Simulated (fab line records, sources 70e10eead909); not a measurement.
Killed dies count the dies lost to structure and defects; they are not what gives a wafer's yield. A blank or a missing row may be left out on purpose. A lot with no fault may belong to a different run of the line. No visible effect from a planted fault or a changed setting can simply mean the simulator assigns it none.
What tool caused it? | flow nand-harc | 13 lots, 36 wafers sampled, at 5 steps of a route of 1302

== WHAT THE GAUGES READ, wafer by wafer ==
NHARC_END_SORT_01. Usual: killed-at-array 55, standard deviation 12; killed-at-other 1.0, standard deviation 1.2; killed-at-periphery 3.9, standard deviation 2.6; killed-dies 60, standard deviation 12; killed-open 3.3, standard deviation 1.9; killed-short 2.5, standard deviation 1.8.
lot  | measured     | on        | killed-at-array | killed-at-other | killed-at-periphery | killed-dies | killed-open | killed-short | flag
L615 | day 27 10:35 | prober-01 | 59              | 1               | 7                   | 67          | 3           | 4            |

== WHICH TOOL RAN EACH LOT (tool, then ch and the chambers of the sampled wafers, then the start) ==
lot  | NHARC_A_STAIRCASE_ETCH_203                    | NHARC_A_STAIRCASE_TRIM_233                    | NHARC_A_STAIRCASE_STRIP_238          | NHARC_A_STAIRCASE_ETCH_253
L608 | rie-diel-10 ch 0,1, day 16 01:38 or earlier   | rie-diel-10 ch 1,2,3, day 16 01:38 or earlier | plasma-asher-02 ch 0,1, day 16 01:38 | rie-diel-10 ch 1,2,3, day 16 03:05
L615 | rie-diel-11 ch 1,2, day 19 00:56 or earlier   | rie-diel-11 ch 0, day 19 00:56 or earlier     | plasma-asher-01 ch 1, day 19 00:56   | rie-diel-11 ch 0,2, day 19 02:25
L614 | rie-diel-02 ch 0,2,3, day 19 01:35 or earlier | rie-diel-02 ch 1,2,3, day 19 01:35 or earlier | plasma-asher-01 ch 0,1, day 19 01:35 | rie-diel-02 ch 0,2,3, day 19 03:12
L616 | rie-diel-02 ch 1,3, day 19 19:58 or earlier   | rie-diel-11 ch 2, day 19 19:58 or earlier     | plasma-asher-01 ch 0,1, day 19 19:58 | rie-diel-11 ch 0,2, day 19 21:25
L617 | rie-diel-11 ch 0,2, day 19 21:10 or earlier   | rie-diel-11 ch 0,2, day 19 21:10 or earlier   | plasma-asher-01 ch 1, day 19 21:10   | rie-diel-11 ch 0,2, day 19 22:35
L621 | rie-diel-02 ch 0,1,3, day 22 12:25 or earlier | rie-diel-11 ch 0,2,3, day 22 12:25 or earlier | plasma-asher-02 ch 0,1, day 22 12:25 | rie-diel-11 ch 1,2, day 22 13:49
L623 | rie-diel-02 ch 0,3, day 22 19:59 or earlier   | rie-diel-11 ch 2,3, day 22 19:59 or earlier   | plasma-asher-02 ch 0, day 22 19:59   | rie-diel-11 ch 0,2,3, day 22 21:31
L624 | rie-diel-10 ch 0,2,3, day 22 17:20 or earlier | rie-diel-02 ch 0,2, day 22 17:20 or earlier   | plasma-asher-02 ch 0,1, day 22 17:20 | rie-diel-10 ch 0,1,2, day 22 19:25
L625 | rie-diel-11 ch 1,2,3, day 23 05:34 or earlier | rie-diel-11 ch 0,3, day 23 05:34 or earlier   | plasma-asher-01 ch 0,1, day 23 05:34 | rie-diel-11 ch 0,3, day 23 07:56
L626 | rie-diel-02 ch 2,3, day 23 14:16 or earlier   | rie-diel-10 ch 0,2,3, day 23 14:16 or earlier | plasma-asher-01 ch 0,1, day 23 14:16 | rie-diel-02 ch 0,1,3, day 23 15:53
L629 | rie-diel-10 ch 0,1, day 24 17:47 or earlier   | rie-diel-11 ch 0,2,3, day 24 17:47 or earlier | plasma-asher-02 ch 0,1, day 24 17:47 | rie-diel-11 ch 0,2, day 24 19:26
L631 | rie-diel-10 ch 0,1,3, day 25 09:43 or earlier | rie-diel-10 ch 0,2, day 25 09:43 or earlier   | plasma-asher-01 ch 0,1, day 25 09:43 | rie-diel-11 ch 0,1,2, day 25 11:14
L630 | rie-diel-10 ch 1,2, day 25 09:58 or earlier   | rie-diel-02 ch 0,1,2, day 25 09:58 or earlier | plasma-asher-01 ch 0,1, day 25 09:58 | rie-diel-11 ch 0,1,3, day 25 11:31
- NHARC_A_STAIRCASE_ETCH_203: etches the open film in C4F8/O2, target depth 100 nm, time 40.5 s.
- NHARC_A_STAIRCASE_TRIM_233: chemistry O2, time 211.2 s.
- NHARC_A_STAIRCASE_STRIP_238: strips in O2.
- NHARC_A_STAIRCASE_ETCH_253: etches the open film in C4F8/O2, target depth 50 nm, time 20.2 s.

== AS READ BY THE TOOLS THEMSELVES (means over the sampled wafers that have a number; for cases with no such wafer, the mark the record gives instead) ==
NHARC_A_STAIRCASE_ETCH_203. Usual: bias-w 999.9 W, standard deviation 2.9; oes-product-au 0.944 a.u., standard deviation 0.011; rf-vpp-V 897 V, standard deviation 6.1; run-length-s 61.7 s, standard deviation 0.47.
lot  | tool        | bias-w (W) | oes-product-au (a.u.) | rf-vpp-V (V) | run-length-s (s) | flag
L608 | rie-diel-10 | 999.8      | 0.964                 | 894          | 61.0             |
L615 | rie-diel-11 | 1002.3     | 0.950                 | 892          | 61.5             |
L614 | rie-diel-02 | 999.8      | 0.947                 | 895          | 61.3             |
L616 | rie-diel-02 | 995.6      | 0.947                 | 900          | 61.9             |
L617 | rie-diel-11 | 1001.1     | 0.936                 | 904          | 61.5             |
L621 | rie-diel-02 | 1001.2     | 0.941                 | 895          | 61.7             |
L623 | rie-diel-02 | 996.4      | 0.950                 | 893          | 61.1             |
L624 | rie-diel-10 | 998.1      | 0.938                 | 902          | 61.9             |
L625 | rie-diel-11 | 998.0      | 0.942                 | 898          | 62.0             |
L626 | rie-diel-02 | 1000.8     | 0.943                 | 899          | 61.5             |
L629 | rie-diel-10 | 1001.3     | 0.941                 | 892          | 61.4             |
L631 | rie-diel-10 | 999.2      | 0.952                 | 896          | 61.5             |
L630 | rie-diel-10 | 1000.3     | 0.959                 | 900          | 61.8             |

NHARC_A_STAIRCASE_TRIM_233. Usual: drypump-motor-current-A 5.8 A, standard deviation 0.46; oes-product-au 1.002 a.u., standard deviation 0.0089; rf-vpp-V 57.9 V, standard deviation 0.89; showerhead-plenum-p-Torr 3.58 Torr, standard deviation 0.17; throttle-valve-pct 17.036 %, standard deviation 0.0096.
lot  | tool        | drypump-motor-current-A (A) | oes-product-au (a.u.) | rf-vpp-V (V) | showerhead-plenum-p-Torr (Torr) | throttle-valve-pct (%) | flag
L608 | rie-diel-10 | 6.1                         | 1.007                 | 57.9         | 3.45                            | 17.034                 |
L615 | rie-diel-11 | 5.3                         | 1.007                 | 57.5         | 3.73                            | 17.038                 |
L614 | rie-diel-02 | 5.6                         | 1.001                 | 57.8         | 3.62                            | 17.042                 |
L616 | rie-diel-11 | 6.1                         | 1.006                 | 59.8         | 3.81                            | 17.034                 |
L617 | rie-diel-11 | 5.7                         | 1.001                 | 57.0         | 3.77                            | 17.029                 |
L621 | rie-diel-11 | 5.9                         | 0.998                 | 57.6         | 3.62                            | 17.026                 |
L623 | rie-diel-11 | 6.2                         | 1.008                 | 57.3         | 3.49                            | 17.030                 |
L624 | rie-diel-02 | 6.1                         | 0.981                 | 57.0         | 3.41                            | 17.032                 |
L625 | rie-diel-11 | 5.7                         | 0.994                 | 57.6         | 3.59                            | 17.032                 |
L626 | rie-diel-10 | 5.8                         | 0.998                 | 57.3         | 3.68                            | 17.039                 |
L629 | rie-diel-11 | 5.9                         | 0.999                 | 57.2         | 3.61                            | 17.038                 |
L631 | rie-diel-10 | 5.4                         | 1.001                 | 57.5         | 3.66                            | 17.039                 |
L630 | rie-diel-02 | 5.8                         | 0.994                 | 57.8         | 3.54                            | 17.044                 |

NHARC_A_STAIRCASE_STRIP_238. Usual: drypump-motor-current-A 5.7 A, standard deviation 0.44; heater-power-w 305 W, standard deviation 34.
lot  | tool            | drypump-motor-current-A (A) | heater-power-w (W) | flag
L608 | plasma-asher-02 | 5.5                         | 363                |
L615 | plasma-asher-01 | 6.2                         | 274                |
L614 | plasma-asher-01 | 5.9                         | 284                |
L616 | plasma-asher-01 | 5.8                         | 284                |
L617 | plasma-asher-01 | 6.2                         | 276                |
L621 | plasma-asher-02 | 5.3                         | 344                |
L623 | plasma-asher-02 | 5.7                         | 343                |
L624 | plasma-asher-02 | 5.2                         | 349                |
L625 | plasma-asher-01 | 5.7                         | 282                |
L626 | plasma-asher-01 | 5.9                         | 280                |
L629 | plasma-asher-02 | 5.2                         | 345                |
L631 | plasma-asher-01 | 5.7                         | 282                |
L630 | plasma-asher-01 | 5.7                         | 282                |

NHARC_A_STAIRCASE_ETCH_253. Usual: bias-w 1000 W, standard deviation 3.2; oes-product-au 0.957 a.u., standard deviation 0.02; rf-vpp-V 897 V, standard deviation 6.3; run-length-s 41.4 s, standard deviation 0.56.
lot  | tool        | bias-w (W) | oes-product-au (a.u.) | rf-vpp-V (V) | run-length-s (s) | flag
L608 | rie-diel-10 | 1000       | 0.975                 | 893          | 41.5             |
L615 | rie-diel-11 | -          | 0.962                 | 895          | 38.6             | OFF
L614 | rie-diel-02 | 1001       | 0.957                 | 894          | 41.4             |
L616 | rie-diel-11 | -          | 0.964                 | 905          | 38.5             | OFF
L617 | rie-diel-11 | -          | 0.942                 | 904          | 38.5             | OFF
L621 | rie-diel-11 | 999        | 0.942                 | 903          | 41.1             |
L623 | rie-diel-11 | 999        | 0.954                 | 899          | 41.5             |
L624 | rie-diel-10 | 1000       | 0.943                 | 898          | 41.6             |
L625 | rie-diel-11 | 998        | 0.930                 | 899          | 41.5             |
L626 | rie-diel-02 | 1000       | 0.966                 | 895          | 41.5             |
L629 | rie-diel-11 | 1002       | 0.954                 | 905          | 41.2             |
L631 | rie-diel-11 | 1000       | 0.975                 | 901          | 41.3             |
L630 | rie-diel-11 | 1001       | 0.973                 | 896          | 41.5             |

== THE ANSWER, worked out from the rows above alone ==
Rule: take the mean of a lot's wafers that have a number; if it is more than 3 standard deviations from the usual mean, the lot is off. A lot without any number at a reading at which 4 lots or more have one is off too. All remaining lots with rows at the step are treated as sound. After the gauges, taken in route order, come the tools' own readings; for these a lot's mean is taken, as printed above. The first step at which some lot is off is used, and at that step the reading that is off furthest; a lot without a number counts as furthest.
Off at NHARC_A_STAIRCASE_ETCH_253 (bias-w): L615, L616, L617. Without a number there: L615, L616, L617.
If a tool, at that step or one of the process steps before it, ran each lot that is off and ran no sound lot following the first of them, it fits. NHARC_A_STAIRCASE_ETCH_203: start missing for some lots; hours and lot order therefore follow NHARC_A_STAIRCASE_STRIP_238. NHARC_A_STAIRCASE_TRIM_233: start missing for some lots; hours and lot order therefore follow NHARC_A_STAIRCASE_STRIP_238. No candidate that was tried fits.

== WHAT THE SIMULATOR PUT IN ==
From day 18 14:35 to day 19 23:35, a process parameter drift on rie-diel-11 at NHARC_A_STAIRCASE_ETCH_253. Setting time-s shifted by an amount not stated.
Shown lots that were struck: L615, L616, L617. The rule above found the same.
